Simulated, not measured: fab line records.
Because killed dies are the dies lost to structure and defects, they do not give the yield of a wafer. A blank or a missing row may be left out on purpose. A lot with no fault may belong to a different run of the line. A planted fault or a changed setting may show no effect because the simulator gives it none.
8D (eight disciplines) problem report, filled in by code :: flow n5Finfet :: the parts of the form that need people (team, actions taken, sign-off) are left out

1. THE ISSUE
M12_RS at N5_BEOL_M12_RS_MEAS_54 reads a mean of 57.0617 ohm/sq on 3 wafers of 1 lot; wafers without a fault read 0.0601 ohm/sq with a standard deviation of 0.00083. So: +99 or more standard deviations from the usual mean.
The step: measures by four-point-probe.
Seen first at day 14 11:11 on filmMetro-01, wafer L459.2. At this step, 27 wafers from 9 lots have a number in the record. The rule behind "out" and "out of limits": a value lying over 4 standard deviations away from the usual mean. The rest of the wafers with a number are treated as sound.

2. WHAT IT IS; WHAT IT IS NOT
question: which readings at this step
is: M12_RS
is not: -

question: which lots
is: L459
is not: L451, L456, L465, L468, L469, L470, L471, L472

question: which wafers of those lots
is: all that have a number
is not: -

question: read on which gauges
is: filmMetro-01
is not: filmMetro-02

question: when
is: from day 14 11:11
is not: up to then (6 sound wafers); but 18 sound wafers of L465, L468, L469, L470, L471, L472 came after

3. WHAT RULES OUT EACH SUSPECT
Counting: a tool at a process step up to the reading stays a suspect if it ran every lot that is out and no sound lot after the first of them.
- the gauge at N5_BEOL_M12_RS_MEAS_54 has been ruled out. All the wafers that are out were read on filmMetro-01, but those of them that N5_PASSIVATION_PROBE_49 has rows for are out there too, on other tools.
- rieDiel-03 at N5_BEOL_M12_ETCH_67 (etches SiARC in CF4, target depth 143 nm, time 238.3 s): ruled out as a lasting fault. The sound lots L472 went through it after L459, its earliest lot that is out (day 14 07:11).
- ecdCu-02 at N5_BEOL_M12_ECD_47 (material Cu, target thk 720 nm): ruled out as a lasting fault. The sound lots L465, L468, L470, L472, L471 went through it after L459, its earliest lot that is out (day 14 09:38).
Left after counting: nothing in the record.

4. THE CAUSE (what the simulator had put in)
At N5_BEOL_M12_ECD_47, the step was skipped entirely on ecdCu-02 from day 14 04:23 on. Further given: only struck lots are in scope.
Counting ruled it out, wrongly: the rule takes a fault to strike every lot that its tool runs from its start on, and this one did not.

5. SEQUENCE OF EFFECTS, ordered by route
Rows list readings where the struck wafers' mean (over those with a number) sits beyond 3 standard deviations from the usual. Only readings whose record carries a usual standard deviation are examined. hours: median over the lots of the time between each lot's start at the first step of this table that gives one and its start at this step. sigmas: the change, counted in usual standard deviations.
hours: 0
step: N5_BEOL_M12_RS_MEAS_54
reading: M12_RS
usual: 0.0601 ohm/sq
on struck wafers: 57.0617
change: +57.0016
sigmas: +99 or more

hours: 33
step: N5_PASSIVATION_PROBE_49
reading: defectLimitedYield
usual: 91.1 %
on struck wafers: 0.0
change: -91.1
sigmas: -65

hours: 33
step: N5_PASSIVATION_PROBE_49
reading: killed_at_M4_up
usual: 15
on struck wafers: 1089
change: +1074
sigmas: +99 or more

hours: 33
step: N5_PASSIVATION_PROBE_49
reading: killedDies
usual: 105
on struck wafers: 1180
change: +1075
sigmas: +67

hours: 33
step: N5_PASSIVATION_PROBE_49
reading: killedOnRim
usual: 13
on struck wafers: 152
change: +139
sigmas: +38

hours: 33
step: N5_PASSIVATION_PROBE_49
reading: sort_bin_5_function
usual: 5.2 %
on struck wafers: 96.7
change: +91.5
sigmas: +99 or more

hours: 33
step: N5_PASSIVATION_PROBE_49
reading: sortNPass
usual: 1075
on struck wafers: 0
change: -1075
sigmas: -67

hours: 33
step: N5_PASSIVATION_PROBE_49
reading: sortYieldPct
usual: 91.1 %
on struck wafers: 0.0
change: -91.1
sigmas: -65
The process steps in it:
- N5_PASSIVATION_PROBE_49
Readings that are blank on the struck wafers while sound wafers have them: M12_THK at N5_BEOL_M12_THK_MEAS_50.
Later measuring or inspecting steps at which every struck wafer that the step has a row for has a number for every such reading, and none has moved that far: N5_BEOL_M12_INSPECT_55.

6. WHAT WOULD HAVE CAUGHT IT SOONER
In this record the first reading out of limits at a measuring or inspecting step was taken at day 14 11:11, 7 hours after the fault began at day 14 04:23.
Between N5_BEOL_M12_ECD_47 and N5_BEOL_M12_RS_MEAS_54, N5_BEOL_M12_THK_MEAS_50 gave no M12_THK on the struck wafers, where sound wafers have one: a measuring or inspecting step that comes back empty is itself a sign.
